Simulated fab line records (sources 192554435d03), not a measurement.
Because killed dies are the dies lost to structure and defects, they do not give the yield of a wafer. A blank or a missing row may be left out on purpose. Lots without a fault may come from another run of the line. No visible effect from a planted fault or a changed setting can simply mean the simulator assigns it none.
One fault seen from 2 desks + flow n5_finfet + each desk has only its own numbers; what lay behind them comes last

== METROLOGY DESK ==
Lot by lot, what the gauges showed, no matter which tool ran the lot: averages of those sampled wafers that carry a number. Marked OUT: a lot whose mean sits more than 4 standard deviations from the usual mean, which makes it out of limits; the brackets give that distance.
Columns: A = M8_THK at N5_BEOL_M8_THK_MEAS_53, usual 80.4 nm; B = M9_ILD_THK at N5_BEOL_M9_THK_MEAS_01, usual 268 nm
| lot  | first seen here | A    | B              |
|------|-----------------|------|----------------|
| L324 | day 9 18:37     | 82.0 | 266            |
| L325 | day 10 13:31    | 81.4 | 269            |
| L326 | day 11 00:47    | 82.0 | 271            |
| L327 | day 11 10:03    | 80.7 | 269            |
| L331 | day 12 01:19    | 80.6 | 267            |
| L332 | day 12 20:59    | 82.5 | 302 (+9.9) OUT |
| L333 | day 13 04:21    | 78.3 | 281            |
| L337 | day 13 12:10    | 81.0 | 270            |
| L341 | day 14 09:16    | 77.8 | 263            |
| L343 | day 15 08:24    | 79.9 | 264            |
| L344 | day 16 14:05    | 77.6 | 266            |
This desk reports L332 out of limits; the earliest was L332 at day 12 21:47 (M9_ILD_THK at N5_BEOL_M9_THK_MEAS_01). In limits: L324, L325, L326, L327, L331, L333, L337, L341, L343, L344.

== TOOL OWNER'S DESK, pecvd-01 ==
The tool's own readings at N5_BEOL_M9_ILD_DEP_00 (deposits SiCOH lowk from DEMS/porogen, target thk 308.51 nm, time 58 s): means of the sampled wafers that have a number, for each lot that ran on this tool. Marked OUT: a lot whose mean sits more than 4 standard deviations from the usual mean, which makes it out of limits; the brackets give that distance.
Columns: A = heater_power_w at N5_BEOL_M9_ILD_DEP_00, usual 285 W; B = showerhead_plenum_p_Torr at N5_BEOL_M9_ILD_DEP_00, usual 5.733 Torr; C = throttle_valve_pct at N5_BEOL_M9_ILD_DEP_00, usual 14.0 %
| lot  | first seen here | A   | B     | C    |
|------|-----------------|-----|-------|------|
| L326 | day 11 00:58    | 250 | 5.729 | 13.7 |
| L327 | day 11 10:14    | 266 | 5.741 | 13.7 |
| L332 | day 12 21:11    | 266 | 5.740 | 14.2 |
| L333 | day 13 04:32    | 275 | 5.727 | 13.3 |
Finding of this desk: none of the 4 lots has anything out of limits.

== TAKEN TOGETHER ==
An alarm was possible from the metrology desk at day 12 21:47, on L332.
The tool owner's desk saw nothing out of limits.
On record at the tool owner's desk: L332, within its limits.
Of the lots named, all ran N5_BEOL_M9_ILD_DEP_00 on pecvd-01.

== WHAT THE SIMULATOR PUT IN ==
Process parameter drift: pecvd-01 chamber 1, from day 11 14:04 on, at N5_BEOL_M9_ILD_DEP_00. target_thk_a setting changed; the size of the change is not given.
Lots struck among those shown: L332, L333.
Delay in hours, fault start to first out-of-limits reading, per desk: metrology desk 32.
